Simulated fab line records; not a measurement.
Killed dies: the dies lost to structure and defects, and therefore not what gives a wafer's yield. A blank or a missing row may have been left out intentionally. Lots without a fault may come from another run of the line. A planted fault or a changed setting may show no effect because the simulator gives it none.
Matching of chambers -- flow nand-harc -- cmp-01 running NHARC_A_M0_CMP_23: 4 sister chambers
The step polishes, t overpolish 20 s, target thk 113.75 nm. 8 wafers are shown with their chamber, then 9 later ones without.

WAFERS PAIRED WITH THEIR CHAMBERS
wafer,chamber,motor-current-A (A),time-to-endpoint-s (s)
L086.4,2,11.5,26.5
L088.4,0,12.2,25.7
L091.1,0,12.7,24.3
L091.2,1,11.9,25.7
L091.3,3,11.2,27.3
L092.1,1,12.6,21.6
L092.4,2,11.9,26.3
L092.5,3,11.0,26.2

WAFERS WHOSE CHAMBER IS MISSING
wafer,motor-current-A (A),time-to-endpoint-s (s)
L094.1,13.1,26.4
L094.2,12.1,27.6
L094.3,11.6,26.9
L094.4,11.0,28.3
L094.5,10.9,28.1
L094.6,12.3,25.4
L097.1,11.0,28.9
L097.4,12.1,25.7
L097.5,13.0,24.8

THE CHAMBER EACH PASSED THROUGH
wafer,from the rows above,in truth
L094.1,can't be placed: 0 or 1 or 2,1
L094.2,can't be placed: 2 or 0 or 1 or 3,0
L094.3,can't be placed: 2 or 3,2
L094.4,can't be placed: 3 or 2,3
L094.5,can't be placed: 3 or 2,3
L094.6,can't be placed: 0 or 1 or 2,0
L097.1,can't be placed: 3 or 2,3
L097.4,can't be placed: 0 or 2 or 1 or 3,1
L097.5,can't be placed: 0 or 1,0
0 of 9 placed correctly. From these rows, 9 cannot be placed; in 9 the true chamber is one of the candidates. Number placed wrongly: 0.
How it was worked out, from the rows above alone: a wafer's distance from a chamber is the root of the sum, over the readings, of the square of ((its reading less the chamber's mean) divided by the reading's scatter). The wafer belongs to the nearest chamber; if the next one is less than 2 further off, it can't be placed. Each chamber's mean is taken over the wafers shown for it. The scatter: take each reading less its chamber's mean, square it, sum over the shown wafers, divide by the number of wafers less the number of chambers, and take the root.
